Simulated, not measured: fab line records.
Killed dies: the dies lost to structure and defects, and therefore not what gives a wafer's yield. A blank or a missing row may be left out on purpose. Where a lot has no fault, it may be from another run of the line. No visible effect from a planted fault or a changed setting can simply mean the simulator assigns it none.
Chamber matching ; flow n5_finfet ; N5_BEOL_M2_STRIP_36 on rie_diel-01 has 4 sister chambers
The step strips in N2/H2. 4 wafers are shown with their chamber, then 8 later ones without.

== WAFERS PAIRED WITH THEIR CHAMBERS ==
wafer;chamber;showerhead_plenum_p_Torr (Torr)
L081.6;3;2.63
L084.3;1;2.53
L084.4;0;2.46
L087.1;2;2.55

== WAFERS MISSING THEIR CHAMBER ==
wafer;showerhead_plenum_p_Torr (Torr)
L087.2;2.45
L087.4;2.62
L094.1;2.52
L094.5;2.52
L094.6;2.54
L097.3;2.45
L097.5;2.52
L097.6;2.45

== CHAMBER TAKEN BY EACH ==
wafer;from the rows above;in truth
L087.2;0;0
L087.4;3;3
L094.1;1;1
L094.5;1;1
L094.6;can't be placed: 2 or 1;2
L097.3;0;0
L097.5;1;1
L097.6;0;0
Correctly placed: 7 of 8. Not placeable from these rows: 1 (in 1, the candidates include the true chamber). Number placed wrongly: 0.
How it was worked out, from the rows above alone: a wafer's distance from a chamber is the root of the sum, over the readings, of the square of ((its reading less the chamber's mean) divided by the reading's scatter). If the next closest chamber is less than 2 further off than the closest, the wafer can't be placed; otherwise it belongs to the closest. The mean given for a chamber averages the wafers shown for that chamber. The scatter: root of mean squared gap, hidden wafer to nearest shown wafer, with one shown wafer a chamber.
